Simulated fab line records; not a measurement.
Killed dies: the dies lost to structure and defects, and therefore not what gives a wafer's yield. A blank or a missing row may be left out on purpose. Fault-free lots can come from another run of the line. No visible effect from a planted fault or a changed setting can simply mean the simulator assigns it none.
8D (eight disciplines) problem report, filled in by code ; flow nand_harc ; the parts of the form that need people (team, actions taken, sign-off) are left out

## 1. PROBLEM STATEMENT
Mean of killed_at_periphery at NHARC_END_SORT_01: 83.5 across 4 wafers in 2 lots; on wafers with no fault it is 3.9 (standard deviation 2.8). Measured from the usual mean, that is +28 standard deviations.
Earliest sighting: wafer L759.3 on prober-01 at day 28 05:28. The record holds 6 wafers of 2 lots with a number at this step. Rule for "out" (also "out of limits"): further than 4 standard deviations from the usual mean. All remaining wafers that have a number are taken as sound.

## 2. WHAT IT IS; WHAT IT IS NOT
question;is;is not
which readings at this step;killed_at_periphery, killed_dies;killed_at_other, killed_short
which lots;L759, L762;-
which wafers of those lots;L759.3, L759.4, L762.1, L762.4;L759.1, L762.6
read on which gauges;prober-01;-
when;from day 28 05:28;"up to then (1 sound wafer); but 1 sound wafer of L762 came after"

## 3. WHAT RULES OUT EACH SUSPECT
Counting: if a tool at a process step up to the reading ran every lot that is out, it stays a suspect. Sound lots after the first of them don't rule it out here, since some wafers of a struck lot are sound.
- the gauge at NHARC_END_SORT_01: kept. All the wafers that are out were read on prober-01, and no step on other tools shows them out.
- pecvd-04 at NHARC_P_CONTACT_DEP_00 (deposits SiO2, target thk 500 nm): kept. It ran every lot that is out, first L759 (day 9 21:06).
- pvd_sputter-01 at NHARC_A_BONDPAD_DEGAS_25 (time 60 s): kept. It ran every lot that is out, first L759 (day 26 21:49).
- Within pecvd-04 at NHARC_P_CONTACT_DEP_00, the wafers that are out were processed in chamber 1 and their sound lot-mates in chamber 2.
pecvd-04 at NHARC_P_CONTACT_DEP_00, pvd_sputter-01 at NHARC_A_BONDPAD_DEGAS_25 and prober-01 at NHARC_END_SORT_01 are what is left after counting.

## 4. THE CAUSE (what the simulator had put in)
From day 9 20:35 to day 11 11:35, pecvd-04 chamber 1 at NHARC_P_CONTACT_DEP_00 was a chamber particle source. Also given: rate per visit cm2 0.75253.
3 suspects survive the count, and this tool is in that group.

## 5. THE CHAIN OF EFFECTS, in route order
One row per reading whose mean, taken over the struck wafers that have a number, lies over 3 standard deviations from the usual. Readings are gone through only where the record gives a usual standard deviation; hours: the median, over the lots, of the time from a lot's start at the first step in this table giving one to that lot's start at this step; sigmas: the change measured in usual standard deviations.
hours;step;reading;usual;on struck wafers;change;sigmas
0;NHARC_END_SORT_01;killed_at_periphery;3.9;83.5;+79.6;+28
0;NHARC_END_SORT_01;killed_dies;59;148;+89;+6.8

## 6. HOW IT WOULD HAVE BEEN CAUGHT EARLIER
Counted from the fault's start at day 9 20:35, it took 441 hours until the first out-of-limits reading at a measuring or inspecting step in this record, taken at day 28 05:28.
An alarm limit of 4 standard deviations would not have fired on the tool readings at NHARC_P_CONTACT_DEP_00 for which the record gives a usual standard deviation, since none of them was out on any struck wafer.
Each of the lots that are out, 2 in all, had begun NHARC_P_CONTACT_DEP_00 on pecvd-04 no later than day 28 05:28. A hold on the tool at that time would have spared none of them.
